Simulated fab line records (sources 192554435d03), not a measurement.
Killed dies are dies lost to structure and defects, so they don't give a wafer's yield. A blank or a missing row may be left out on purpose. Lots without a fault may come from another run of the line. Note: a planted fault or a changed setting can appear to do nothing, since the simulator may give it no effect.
Which tool was responsible? | flow n5-finfet | 11 lots, 33 wafers sampled, at 5 steps of a route of 1938

WHAT EACH GAUGE READ, for each wafer
N5_DUMMY_GATE_CD_MEAS_24 targets a cd of 15 nm. Usual: 14.9 nm for cd-nm, sd 0.58.
lot  | measured    | on        | cd-nm (nm)     | flag
L423 | day 3 00:05 | cd-sem-01 | 15.0 14.6 15.4 |
L424 | day 3 07:53 | cd-sem-01 | 15.8 15.4 16.3 |
L427 | day 3 23:34 | cd-sem-02 | 15.3 15.2 14.5 |
L428 | day 4 07:22 | cd-sem-03 | 14.8 16.0 15.5 |
L429 | day 4 10:54 | cd-sem-03 | 15.1 14.1 15.6 |
L431 | day 4 22:04 | cd-sem-01 | 14.9 14.6 14.8 |
L435 | day 6 05:59 | cd-sem-03 | 14.9 14.4 15.8 |
L437 | day 6 14:16 | cd-sem-01 | 15.2 15.1 15.6 |
L442 | day 7 17:26 | cd-sem-01 | 14.5 14.9 13.6 |
L443 | day 7 23:59 | cd-sem-01 | 14.2 15.3 15.9 |
L444 | day 8 07:29 | cd-sem-03 | 14.1 14.6 13.8 |

N5_SD_EPI_N_INSPECT_11: inspects for defects (macro). Usual: 2.2 for raw-defect-count, sd 1.5.
lot  | measured    | on                | raw-defect-count | flag
L423 | day 3 01:52 | defect-inspect-01 | 3 1 3            |
L424 | day 3 09:22 | defect-inspect-01 | 1 1 2            |
L427 | day 4 00:47 | defect-inspect-01 | 2 3 2            |
L428 | day 4 08:50 | defect-inspect-01 | 2 4 2            |
L429 | day 4 12:38 | defect-inspect-01 | 3 2 1            |
L431 | day 4 23:25 | defect-inspect-02 | 2 3 1            |
L435 | day 6 09:39 | defect-inspect-01 | 3 3 0            |
L437 | day 6 15:37 | defect-inspect-01 | 4 3 2            |
L442 | day 7 18:39 | defect-inspect-01 | 0 3 5            |
L443 | day 8 01:34 | defect-inspect-02 | 0 2 1            |
L444 | day 8 08:50 | defect-inspect-01 | 2 2 3            |

N5_SD_EPI_N_INSPECT_26: inspects for defects (darkfield). Usual: 201 for raw-defect-count, sd 39.
lot  | measured    | on                | raw-defect-count | flag
L423 | day 3 06:05 | defect-inspect-01 | 223 225 211      |
L424 | day 3 14:05 | defect-inspect-01 | 176 187 171      |
L427 | day 4 06:33 | defect-inspect-02 | 181 193 268      |
L428 | day 4 13:34 | defect-inspect-02 | 164 232 256      |
L429 | day 4 18:08 | defect-inspect-01 | 227 189 162      |
L431 | day 5 04:26 | defect-inspect-02 | 162 220 212      |
L435 | day 6 13:47 | defect-inspect-02 | 158 189 148      |
L437 | day 6 19:50 | defect-inspect-02 | 156 171 205      |
L442 | day 7 22:52 | defect-inspect-01 | 277 218 234      |
L443 | day 8 05:53 | defect-inspect-02 | 185 180 210      |
L444 | day 8 13:23 | defect-inspect-02 | 188 222 185      |

N5_BEOL_M4_RC_MEAS_101. Usual: DIBL_N 36.0 mV/V, standard deviation 2.5; DIBL_P 36.3 mV/V, standard deviation 2.8; IOFF_N 0.16 nA/um, standard deviation 0.042; IOFF_N_LONG 5.47e-05 nA/um, standard deviation 2.5e-06; IOFF_P 0.21 nA/um, standard deviation 0.045; ION_N 673 uA/um, standard deviation 15; ION_P 463 uA/um, standard deviation 8.1; SS_N 71.4 mV/dec, standard deviation 0.73; SS_P 73.3 mV/dec, standard deviation 0.92; VT_N 251 mV, standard deviation 4.1; VT_P -250 mV, standard deviation 3.4.
lot  | measured     | on        | DIBL_N (mV/V)  | DIBL_P (mV/V)  | IOFF_N (nA/um) | IOFF_N_LONG (nA/um)        | IOFF_P (nA/um) | ION_N (uA/um) | ION_P (uA/um) | SS_N (mV/dec)  | SS_P (mV/dec)  | VT_N (mV)   | VT_P (mV)      | flag
L423 | day 7 18:45  | prober-01 | 41.9 36.1 36.1 | 41.1 35.2 33.6 | 0.28 0.14 0.14 | 5.55e-05 5.48e-05 5.69e-05 | 0.38 0.23 0.22 | 698 668 670   | 477 467 465   | 73.4 71.5 70.6 | 74.9 73.1 72.8 | 242 252 251 | -241 -250 -248 |
L424 | day 8 05:23  | prober-02 | 33.3 35.8 31.7 | 32.8 35.1 30.5 | 0.12 0.15 0.10 | 5.62e-05 5.76e-05 5.74e-05 | 0.16 0.18 0.13 | 678 681 659   | 463 459 453   | 70.7 70.5 69.4 | 72.5 73.2 71.0 | 253 251 256 | -254 -255 -257 |
L427 | day 8 10:39  | prober-02 | 34.0 36.4 36.0 | 31.3 34.6 34.5 | 0.11 0.15 0.13 | 5.43e-05 5.66e-05 5.31e-05 | 0.17 0.22 0.22 | 674 686 657   | 465 474 462   | 70.7 71.3 71.7 | 72.5 73.6 73.2 | 255 248 252 | -250 -246 -245 |
L428 | day 9 03:45  | prober-01 | 37.0 32.8 33.5 | 38.0 33.0 33.6 | 0.18 0.11 0.11 | 5.39e-05 5.39e-05 5.4e-05  | 0.22 0.16 0.16 | 679 667 654   | 462 458 454   | 71.9 70.5 70.8 | 74.2 72.3 73.0 | 247 255 255 | -251 -254 -252 |
L429 | day 9 09:12  | prober-01 | 34.9 38.7 33.5 | 36.7 41.8 35.7 | 0.14 0.22 0.13 | 5.5e-05 5.6e-05 5.6e-05    | 0.19 0.27 0.19 | 651 687 681   | 447 470 466   | 70.6 72.4 71.0 | 73.5 75.0 72.7 | 250 247 251 | -250 -250 -251 |
L431 | day 9 21:40  | prober-01 | 36.0 37.7 36.6 | 36.3 38.7 37.0 | 0.17 0.19 0.18 | 5.43e-05 5.24e-05 5.34e-05 | 0.19 0.24 0.20 | 679 670 675   | 455 459 452   | 71.6 72.0 71.2 | 74.0 74.3 74.5 | 248 248 246 | -254 -252 -252 |
L435 | day 10 23:28 | prober-02 | 30.8 34.9 32.7 | 31.1 35.5 31.7 | 0.09 0.13 0.12 | 5.28e-05 5.2e-05 5.58e-05  | 0.16 0.21 0.16 | 657 655 680   | 466 456 467   | 70.4 70.5 70.7 | 72.1 73.3 72.5 | 257 256 252 | -253 -249 -253 |
L437 | day 11 09:07 | prober-01 | 33.0 38.1 33.3 | 35.4 41.2 35.6 | 0.12 0.22 0.13 | 5.49e-05 5.45e-05 5.57e-05 | 0.20 0.30 0.20 | 666 678 676   | 469 467 474   | 70.3 71.6 70.8 | 72.3 74.2 72.5 | 253 245 253 | -247 -243 -247 |
L442 | day 12 23:50 | prober-02 | 37.0 36.7 40.5 | 37.4 36.8 42.1 | 0.14 0.14 0.20 | 6.83e-05 6.8e-05 6.68e-05  | 0.20 0.19 0.28 | 662 663 671   | 454 452 463   | 71.3 71.0 72.8 | 73.2 72.4 73.5 | 251 253 250 | -253 -254 -248 | OFF
L443 | day 12 17:15 | prober-02 | 36.0 35.7 35.7 | 37.6 37.1 38.0 | 0.14 0.13 0.16 | 7.46e-05 7.12e-05 7.23e-05 | 0.23 0.23 0.25 | 674 654 680   | 467 459 473   | 71.3 71.0 71.4 | 73.4 73.1 74.0 | 252 252 248 | -247 -248 -245 | OFF
L444 | day 13 04:50 | prober-01 | 38.1 34.4 37.3 | 39.9 35.2 38.7 | 0.21 0.14 0.18 | 7.65e-05 7.82e-05 7.58e-05 | 0.25 0.18 0.23 | 684 662 686   | 460 452 466   | 72.7 71.3 72.4 | 74.0 73.2 74.3 | 246 255 252 | -250 -254 -251 | OFF

WHAT TOOL EACH LOT RAN ON (gives the tool, then ch and the chambers of the sampled wafers, and finally the start)
lot  | N5_SD_EPI_N_WET_ETCH_43
L423 | wet-bench-04 ch 1,4,5, day 3 02:59
L424 | wet-bench-04 ch 3,4,5, day 3 10:16
L427 | wet-bench-04 ch 1,2,7, day 4 01:45
L428 | wet-bench-01 ch 1,4,7, day 4 09:45
L429 | wet-bench-02 ch 4,5,6, day 4 13:48
L431 | wet-bench-01 ch 0,3,7, day 5 00:20
L435 | wet-bench-01 ch 0,1,2, day 6 10:37
L437 | wet-bench-02 ch 3,5,7, day 6 16:31
L442 | wet-bench-02 ch 1,6,7, day 7 19:47
L443 | wet-bench-02 ch 0,3,7, day 8 02:49
L444 | wet-bench-02 ch 0,3,6, day 8 09:44
- N5_SD_EPI_N_WET_ETCH_43: etches SiO2 in dHF, time 14 s, target depth 1.5 nm.

WHAT THE TOOLS THEMSELVES READ (means of the sampled wafers that have a number; where no wafer has one, the mark that the record gives instead)
N5_SD_EPI_N_WET_ETCH_43. Usual: 24.99 C for temp-c, sd 0.11.
lot  | tool         | temp-c (C) | flag
L423 | wet-bench-04 | 25.04      |
L424 | wet-bench-04 | 24.93      |
L427 | wet-bench-04 | 25.02      |
L428 | wet-bench-01 | 25.08      |
L429 | wet-bench-02 | 25.00      |
L431 | wet-bench-01 | 24.97      |
L435 | wet-bench-01 | 25.00      |
L437 | wet-bench-02 | 24.94      |
L442 | wet-bench-02 | -          | OFF
L443 | wet-bench-02 | -          | OFF
L444 | wet-bench-02 | -          | OFF

THE ANSWER, worked out from the rows above alone
Rule: a lot is off if the mean of its wafers that have a number lies more than 3 standard deviations from the usual mean. Also off: a lot with no number at a reading for which 4 or more lots have one. Where the step has rows for the other lots, those lots are counted as sound. Order of review: gauges by route order, followed by the tools' own readings, for which a lot's mean as printed above is used. The first step at which some lot is off is used, and at that step the reading that is off furthest; a lot without a number counts as furthest.
Off: at N5_BEOL_M4_RC_MEAS_101 (IOFF_N_LONG), L442, L443, L444.
A tool fits if, at a process step before that reading, it ran every lot that is off, and no sound lot after the first of them. Not tried: the gauges at N5_BEOL_M4_RC_MEAS_101; whatever is off there is also off at N5_SD_EPI_N_WET_ETCH_43, on other tools, and gauge error can't account for it. One fits: N5_SD_EPI_N_WET_ETCH_43 on wet-bench-02. A fault onset in the window from L437 (day 6 16:31, its last sound lot) to L442 (day 7 19:47, its first lot off) fits.
Blank at N5_SD_EPI_N_WET_ETCH_43 on the lots that are off, where sound lots have numbers: temp-c.

WHAT THE SIMULATOR PUT IN
Entire step skipped (wet-bench-02, N5_SD_EPI_N_WET_ETCH_43), from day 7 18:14 onward. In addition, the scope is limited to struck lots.
Lots struck among those shown: L442, L443, L444. Same finding as the rule above.
